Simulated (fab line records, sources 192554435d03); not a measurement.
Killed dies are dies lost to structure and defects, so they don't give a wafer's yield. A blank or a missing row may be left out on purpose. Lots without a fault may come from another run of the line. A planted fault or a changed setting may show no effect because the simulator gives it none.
Problem report in the 8D (eight disciplines) form, filled by code | flow n5_finfet | the parts of the form that need people (team, actions taken, sign-off) are left out

1. THE PROBLEM
barrier_field_endpoint_s at N5_BEOL_M14_CMP_49 reads a mean of 6.31 s on 3 wafers of 2 lots; wafers without a fault read 11.27 s with a standard deviation of 0.23. That is -22 standard deviations from the usual mean.
The step: polishes, stops on SiO2, t overpolish 5.2 s, target thk 560 nm.
First seen on wafer L591.5, day 12 10:44, on cmp-01. The record holds 32 wafers of 11 lots with a number at this step. Rule for "out", or "out of limits": more than 4 standard deviations from the usual mean. The other wafers with a number count as sound.

2. WHAT IT IS AND WHAT IT IS NOT
question                    | is                                           | is not
which readings at this step | barrier_field_endpoint_s, time_to_endpoint_s | motor_current_A, overpolish_run_s
which lots                  | L591, L596                                   | L590, L595, L602, L604, L606, L608, L609, L610, L613
which wafers of those lots  | L591.5, L596.2, L596.5                       | L591.2, L591.6, L596.6
read on which tools         | cmp-01                                       | cmp-02, cmp-04
when                        | from day 12 10:44                            | up to then (8 sound wafers); but 21 sound wafers of L596, L602, L604, L606, L608, L609, L610, L613 came after

3. SUSPECTS, AND WHAT RULES EACH OUT
Counting: a tool at a process step up to the reading stays a suspect if it ran every lot that is out. Sound lots after the first of them don't rule it out here, since some wafers of a struck lot are sound.
- cmp-01 at N5_BEOL_M14_CMP_49 (polishes, stops on SiO2, t overpolish 5.2 s, target thk 560 nm): kept. It ran every lot that is out, first L591 (day 12 10:44); its last sound lot up to then is L590 (day 11 01:38). Its own readings are out on those wafers: barrier_field_endpoint_s, time_to_endpoint_s.
- Within cmp-01 at N5_BEOL_M14_CMP_49: the wafers that are out ran in chamber 0; their sound lot-mates ran in chambers 1, 2.
Left after counting: cmp-01 at N5_BEOL_M14_CMP_49.

4. THE CAUSE (what the simulator had put in)
Process parameter drift: cmp-01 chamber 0, from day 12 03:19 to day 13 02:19, at N5_BEOL_M14_CMP_49. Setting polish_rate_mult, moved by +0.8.
Counting left only this tool.

5. THE CHAIN OF EFFECTS, in route order
Each row: a reading whose mean over the struck wafers that have a number lies more than 3 standard deviations from the usual. Only readings for which the record gives a usual standard deviation are gone through. hours: the time from each lot's start at the first step in this table that gives one to its start at this step, as a median over the lots. sigmas: the change in usual standard deviations.
hours | step               | reading                  | usual   | on struck wafers | change | sigmas
0     | N5_BEOL_M14_CMP_49 | barrier_field_endpoint_s | 11.27 s | 6.31             | -4.96  | -22
0     | N5_BEOL_M14_CMP_49 | time_to_endpoint_s       | 121 s   | 68               | -53    | -13
The process steps in it:
- N5_BEOL_M14_CMP_49: polishes, stops on SiO2, t overpolish 5.2 s, target thk 560 nm.
Later measuring or inspecting steps at which every struck wafer that the step has a row for has a number for every such reading, and none has moved that far: N5_BEOL_M15_THK_MEAS_01.

6. WHAT WOULD HAVE CAUGHT IT SOONER
In this record the first reading out of limits was taken at day 12 10:44, 7 hours after the fault began at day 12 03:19.
